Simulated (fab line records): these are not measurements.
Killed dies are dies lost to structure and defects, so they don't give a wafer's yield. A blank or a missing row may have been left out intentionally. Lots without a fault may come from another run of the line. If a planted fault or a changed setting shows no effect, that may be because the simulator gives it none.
Chamber matching    flow n5_finfet    N5_BEOL_M11_DESCUM_33 on rie_diel-05 has 4 sister chambers
The step chemistry O2, time 7.9 s. 4 wafers are shown with their chamber, then 7 later ones without.

== EACH WAFER AND ITS CHAMBER ==
wafer   chamber  showerhead_plenum_p_Torr (Torr)
L085.1  1        1.99
L085.3  3        2.09
L086.2  0        2.19
L086.4  2        2.07

== WAFERS WITHOUT THEIR CHAMBER ==
wafer   showerhead_plenum_p_Torr (Torr)
L086.6  1.99
L090.2  2.09
L090.5  2.06
L090.6  1.99
L092.2  1.99
L092.3  2.09
L092.4  2.09

== WHICH CHAMBER EACH ONE RAN IN ==
wafer   from the rows above  in truth
L086.6  1                    1
L090.2  3                    3
L090.5  2                    2
L090.6  1                    1
L092.2  1                    1
L092.3  3                    3
L092.4  3                    3
Correctly placed: 7 of 7. From these rows, 0 cannot be placed. Placed wrongly: 0.
How it was worked out, from the rows above alone: a wafer's distance from a chamber is the root of the sum, over the readings, of the square of ((its reading less the chamber's mean) divided by the reading's scatter). The wafer belongs to the nearest chamber; if the next one is less than 2 further off, it can't be placed. For every chamber, the mean is computed from those of its wafers that are shown. The scatter (one wafer shown for each chamber): square how far every hidden wafer sits from the nearest shown wafer, average those squares and take the square root.
